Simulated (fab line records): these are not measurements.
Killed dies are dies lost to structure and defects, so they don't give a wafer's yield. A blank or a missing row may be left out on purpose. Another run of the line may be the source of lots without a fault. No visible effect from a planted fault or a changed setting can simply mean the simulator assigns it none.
A lot that was struck, set against a sound lot -- flow n5Finfet -- 37 out of 1938 route steps
Sound: the wafers L753.2, L753.4, L753.6. The struck wafers were L767.1, L767.2, L767.4. The cause is given at the end.
Order at every step that has rows: each side's tool, ch and its chambers, its first start. Under that, the readings that differ: sound wafers -- struck wafers -- difference of the means -- sigmas: that difference in standard deviations of wafers without a fault.
alike: same words and numbers on both sides, and readings whose means sit less than 2 such deviations apart. not compared: any withheld reading, any reading some wafer has no value for, any bound like >300 that may hide the same value, and any number with overlapping values for which the record gives no deviation.
A row with sigmas, a row that says differs or no value, or rows on one side alone: a step with any of these is where the two part. Numbers that have no deviation but don't overlap get no sigmas and don't part them. A reading missing from all wafers of one side parts the sides only when that side holds two or more wafers.

first, 8 steps without rows for these wafers: N5_BEOL_M3_ECD_50 (material Cu, target thk 300 nm); N5_BEOL_M3_ANNEAL_51 (time 90 s); N5_BEOL_M3_CMP_52 (polishes, stops on SiOC, t overpolish 6.8 s, target thk 40 nm); N5_BEOL_M3_PRE_CLEAN_60 (time 15 s); N5_BEOL_M3_CO_CAP_55 (material Co, precursor CCTBA/H2, target thk 2 nm, time 102.1 s); N5_BEOL_M3_PRE_CLEAN_56 (time 15 s); N5_BEOL_M3_DEP_57 (deposits SiCN from 3MS/NH3, target thk 8 nm, time 14 s); N5_BEOL_M4_ILD_DEP_00 (deposits SiOC from DEMS/O2, target thk 79 nm, time 15.3 s).
N5_BEOL_M4_PECVD_72: deposits SiO2 from TEOS/O2, target thk 16 nm, time 18 s.
  sound on pecvd-01 ch 0,1, day 9 17:29; struck on pecvd-01 ch 0,1,2, day 13 03:08
reading,sound,struck,difference,sigmas
susceptorTempC (C),399.94 400.19 400.19,394.18 394.21 393.93,-6.00,-24
model.SiO2_of_BEOL_M4_PECVD_72.thkNm (nm),16 16 16.2,16.4 16.8 16.8,+0.6,
  alike: heaterPowerW, rfFwdPowerW, showerheadPlenumPTorr, throttleValvePct
then, 25 steps without rows for these wafers: N5_BEOL_M4_HM_DEP_02 (deposits TiN, target thk 20 nm); N5_BEOL_M4_COAT_61 (time 60 s, resist thk 60 nm); N5_BEOL_M4_COAT_62 (time 60 s, resist thk 12 nm); N5_BEOL_M4_COAT_73 (time 60 s, resist thk 5 nm); N5_BEOL_M4_COAT_05 (resist thk 30 nm); N5_BEOL_M4_EBR_07; N5_BEOL_M4_SOFTBAKE_06 (time 60 s); N5_BEOL_M4_EXPOSE_08 (exposes mask M4); N5_BEOL_M4_PEB_09 (peb time 60 s); N5_BEOL_M4_DEVELOP_10 (develop time 30 s); N5_BEOL_M4_DESCUM_16 (chemistry O2, time 7 s); N5_BEOL_M4_ETCH_74 (etches underlayer in N2/H2, target depth 6.5 nm, time 5.2 s); N5_BEOL_M4_ETCH_63 (etches SiARC in CF4, target depth 15.6 nm, time 26 s); N5_BEOL_M4_ETCH_64 (etches SOC in N2/H2, target depth 75 nm, overetch 22.5 nm, time 121.9 s); N5_BEOL_M4_STRIP_65 (strips in N2/H2); N5_BEOL_M4_STRIP_75 (strips in N2/H2); N5_BEOL_M4_STRIP_66 (strips in CF4); N5_BEOL_M4_HM_OPEN_17 (chemistry Cl2/BCl3, target TiN, target depth 20 nm, overetch 6 nm); N5_BEOL_M4_STRIP_19 (strips in O2); N5_BEOL_M4_COAT_67 (time 60 s, resist thk 60 nm); N5_BEOL_M4_COAT_68 (time 60 s, resist thk 12 nm); N5_BEOL_M4_COAT_76 (time 60 s, resist thk 5 nm); N5_BEOL_M4_COAT_22 (resist thk 30 nm); N5_BEOL_M4_EBR_24; N5_BEOL_M4_SOFTBAKE_23 (time 60 s).
N5_BEOL_M4_HM_STRIP_39: strips TiN in peroxide tin strip, target depth 25 nm, time 158 s.
  sound on wetBench-06 ch 1,3,4, day 10 00:14; struck on wetBench-02 ch 3,5,7, day 14 04:41
reading,sound,struck,difference,sigmas
model.SiO2_of_BEOL_M4_PECVD_72.thkNm (nm),16 16 16,16.4 16.6 16.6,+0.5,
N5_BEOL_M4_RC_MEAS_101:
  sound on prober-01 ch 0, day 10 05:07; struck on prober-01 ch 0, day 14 08:31
  alike: DIBL_N, DIBL_P, IOFF_N, IOFF_P, ION_N, ION_P, SS_N, SS_P, VT_N, VT_P
then, 1 step without rows for these wafers: N5_PASSIVATION_PROBE_49.

== WHERE THEY PART ==
Only at N5_BEOL_M4_PECVD_72, as far as this record shows. Later steps at which nothing parts them and some readings are alike: N5_BEOL_M4_RC_MEAS_101.

WHY: whatever the simulator had introduced
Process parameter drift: pecvd-01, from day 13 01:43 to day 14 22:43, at N5_BEOL_M4_PECVD_72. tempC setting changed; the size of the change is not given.
